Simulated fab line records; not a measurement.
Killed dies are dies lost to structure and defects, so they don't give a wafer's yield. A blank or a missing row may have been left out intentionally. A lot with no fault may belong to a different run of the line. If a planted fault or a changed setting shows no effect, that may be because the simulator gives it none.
Chamber matching    flow n5-finfet    4 sister chambers for N5_BEOL_M3_STRIP_66 on rie-diel-03
The step strips in CF4. 22 wafers are shown with their chamber, then 11 later ones without.

== WAFERS PAIRED WITH THEIR CHAMBERS ==
wafer   chamber  showerhead-plenum-p-Torr (Torr)  drypump-motor-current-A (A)  oes-product-au (a.u.)
L074.4  2        1.72                             6.1                          0.74
L074.5  3        1.89                             5.1                          0.83
L074.6  2        1.72                             6.1                          0.74
L076.1  3        1.89                             5.1                          0.82
L076.2  0        1.79                             5.4                          0.75
L076.5  1        1.76                             5.4                          0.87
L078.2  2        1.72                             6.1                          0.74
L078.4  1        1.76                             5.4                          0.87
L078.5  1        1.76                             5.4                          0.86
L081.3  0        1.79                             5.4                          0.75
L081.4  3        1.89                             5.1                          0.81
L081.5  0        1.79                             5.5                          0.74
L080.1  1        1.75                             5.4                          0.85
L080.3  3        1.89                             5.1                          0.81
L080.6  3        1.89                             5.1                          0.81
L082.2  0        1.79                             5.5                          0.74
L082.3  3        1.89                             5.1                          0.80
L082.5  3        1.89                             5.1                          0.81
L086.3  2        1.72                             6.1                          0.73
L086.4  1        1.75                             5.4                          0.83
L086.5  0        1.79                             5.5                          0.74
L089.1  2        1.72                             6.1                          0.72

SIGNATURES (averages over the wafers above)
reading                   chamber 0  chamber 1  chamber 2  chamber 3  scatter within a chamber
showerhead-plenum-p-Torr  1.7900     1.7560     1.7200     1.8900     0.00258
drypump-motor-current-A   5.460      5.400      6.100      5.100      0.0258
oes-product-au            0.7440     0.8560     0.7340     0.8129     0.0108
Rule: for each reading, subtract the chamber's mean from the wafer's reading, divide by that reading's scatter and square the result; add these up over the readings and take the root, which gives the wafer's distance from the chamber. If the next closest chamber is less than 2 further off than the closest, the wafer can't be placed; otherwise it belongs to the closest. The scatter is the square root of a quotient: the sum, over the shown wafers, of each reading's squared deviation from its chamber's mean, divided by wafers minus chambers.

== WAFERS WITH NO CHAMBER GIVEN ==
wafer   showerhead-plenum-p-Torr (Torr)  drypump-motor-current-A (A)  oes-product-au (a.u.)
L089.3  1.75                             5.4                          0.83
L089.4  1.79                             5.5                          0.74
L091.3  1.75                             5.4                          0.83
L091.5  1.79                             5.5                          0.73
L091.6  1.88                             5.1                          0.80
L092.2  1.72                             6.2                          0.72
L092.5  1.75                             5.4                          0.83
L092.6  1.72                             6.1                          0.72
L095.2  1.75                             5.4                          0.83
L095.3  1.78                             5.4                          0.72
L095.5  1.75                             5.4                          0.82

== WHICH CHAMBER EACH WENT THROUGH ==
wafer   from the rows above  in truth
L089.3  1                    1
L089.4  0                    0
L091.3  1                    1
L091.5  0                    0
L091.6  3                    3
L092.2  2                    2
L092.5  1                    1
L092.6  2                    2
L095.2  1                    1
L095.3  0                    0
L095.5  1                    1
11 of 11 placed correctly. Number that these rows cannot place: 0. Wrongly placed: 0.
